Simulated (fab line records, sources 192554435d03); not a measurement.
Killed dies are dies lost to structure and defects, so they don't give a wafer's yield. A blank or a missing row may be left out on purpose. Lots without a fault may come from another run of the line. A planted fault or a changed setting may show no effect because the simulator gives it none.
Chamber matching | flow n5_finfet | N5_BEOL_M10_VIA_ETCH_34 on rie_diel-01: 4 sister chambers
The step etches SiCOH lowk in C4F6/O2, target depth 184.5 nm, time 69.2 s. 8 wafers are shown with their chamber, then 7 later ones without.

WAFERS WITH THEIR CHAMBER
wafer  | chamber | drypump_motor_current_A (A) | throttle_valve_pct (%)
L079.3 | 3       | 6.1                         | 20.53
L082.5 | 3       | 6.1                         | 20.53
L077.3 | 2       | 5.7                         | 20.97
L085.2 | 2       | 5.8                         | 21.01
L085.3 | 0       | 4.8                         | 21.14
L085.5 | 1       | 6.3                         | 20.77
L088.1 | 1       | 6.3                         | 20.79
L088.2 | 0       | 4.8                         | 21.16

WAFERS WITHOUT THEIR CHAMBER
wafer  | drypump_motor_current_A (A) | throttle_valve_pct (%)
L088.3 | 5.8                         | 21.00
L092.2 | 6.3                         | 20.78
L092.4 | 6.1                         | 20.59
L092.6 | 5.8                         | 21.02
L097.2 | 5.8                         | 21.04
L097.3 | 6.3                         | 20.79
L097.6 | 6.3                         | 20.80

WHICH CHAMBER EACH WENT THROUGH
wafer  | from the rows above | in truth
L088.3 | 2                   | 2
L092.2 | 1                   | 1
L092.4 | 3                   | 3
L092.6 | 2                   | 2
L097.2 | 2                   | 2
L097.3 | 1                   | 1
L097.6 | 1                   | 1
Placed correctly: 7 of 7. Can't be placed from these rows: 0. Placed wrongly: 0.
How it was worked out, from the rows above alone: a wafer's distance from a chamber is the root of the sum, over the readings, of the square of ((its reading less the chamber's mean) divided by the reading's scatter). The wafer belongs to the nearest chamber; if the next one is less than 2 further off, it can't be placed. A chamber's mean is the mean of its shown wafers. The scatter: the root of (the sum of the squares of (reading less its chamber's mean) over the shown wafers, divided by (wafers less chambers)).
